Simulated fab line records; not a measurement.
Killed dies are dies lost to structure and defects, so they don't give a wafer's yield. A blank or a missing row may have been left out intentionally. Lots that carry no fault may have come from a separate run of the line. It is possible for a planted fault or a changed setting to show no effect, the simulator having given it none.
Chamber matching | flow n5 finfet | 4 sister chambers for N5_BEOL_M5_STRIP_36 on rie diel-05
The step strips in N2/H2. 22 wafers are shown with their chamber, then 11 later ones without.

## WAFERS PAIRED WITH THEIR CHAMBERS
wafer  | chamber | showerhead plenum p Torr (Torr) | drypump motor current A (A) | throttle valve pct (%)
L074.1 | 0       | 2.48                            | 5.8                         | 23.78
L074.2 | 1       | 2.62                            | 5.6                         | 24.03
L074.3 | 3       | 2.52                            | 5.1                         | 23.41
L074.4 | 2       | 2.66                            | 6.0                         | 24.17
L074.5 | 1       | 2.62                            | 5.6                         | 24.03
L074.6 | 2       | 2.66                            | 6.0                         | 24.17
L076.1 | 1       | 2.62                            | 5.6                         | 24.05
L076.2 | 3       | 2.51                            | 5.1                         | 23.43
L076.3 | 0       | 2.48                            | 5.8                         | 23.73
L076.4 | 2       | 2.65                            | 6.0                         | 24.17
L076.5 | 2       | 2.65                            | 6.0                         | 24.19
L076.6 | 1       | 2.62                            | 5.6                         | 24.07
L077.1 | 1       | 2.62                            | 5.7                         | 24.07
L077.4 | 3       | 2.51                            | 5.2                         | 23.45
L077.5 | 0       | 2.48                            | 5.8                         | 23.78
L080.1 | 3       | 2.51                            | 5.2                         | 23.46
L080.4 | 2       | 2.65                            | 6.0                         | 24.21
L080.6 | 3       | 2.51                            | 5.2                         | 23.45
L085.2 | 1       | 2.61                            | 5.7                         | 23.77
L085.3 | 3       | 2.50                            | 5.1                         | 23.46
L085.4 | 0       | 2.47                            | 5.8                         | 23.76
L086.1 | 3       | 2.50                            | 5.1                         | 23.47

SIGNATURES, as means of the wafers listed above
reading                  | chamber 0 | chamber 1 | chamber 2 | chamber 3 | scatter within a chamber
showerhead plenum p Torr | 2.4775    | 2.6183    | 2.6540    | 2.5086    | 0.0056
drypump motor current A  | 5.800     | 5.633     | 6.000     | 5.143     | 0.0411
throttle valve pct       | 23.7625   | 24.0033   | 24.1820   | 23.4471   | 0.0634
Rule: a wafer's distance from a chamber is the root of the sum, over the readings, of the square of ((its reading less the chamber's mean) divided by the reading's scatter). If the next closest chamber is less than 2 further off than the closest, the wafer can't be placed; otherwise it belongs to the closest. The scatter: the root of (the sum of the squares of (reading less its chamber's mean) over the shown wafers, divided by (wafers less chambers)).

## WAFERS WHOSE CHAMBER IS MISSING
wafer  | showerhead plenum p Torr (Torr) | drypump motor current A (A) | throttle valve pct (%)
L086.5 | 2.61                            | 5.6                         | 23.79
L086.6 | 2.50                            | 5.1                         | 23.45
L090.3 | 2.61                            | 5.6                         | 23.79
L090.4 | 2.61                            | 5.7                         | 23.80
L090.5 | 2.50                            | 5.1                         | 23.47
L093.1 | 2.64                            | 6.0                         | 24.24
L093.2 | 2.46                            | 5.8                         | 23.78
L093.3 | 2.60                            | 5.7                         | 23.78
L093.4 | 2.64                            | 6.0                         | 24.24
L093.5 | 2.60                            | 5.7                         | 23.76
L093.6 | 2.46                            | 5.8                         | 23.80

## CHAMBER TAKEN BY EACH
wafer  | from the rows above | in truth
L086.5 | 1                   | 1
L086.6 | 3                   | 3
L090.3 | 1                   | 1
L090.4 | 1                   | 1
L090.5 | 3                   | 3
L093.1 | 2                   | 2
L093.2 | 0                   | 0
L093.3 | 1                   | 1
L093.4 | 2                   | 2
L093.5 | 1                   | 1
L093.6 | 0                   | 0
11 of 11 placed correctly. From these rows, 0 cannot be placed. 0 placed wrongly.
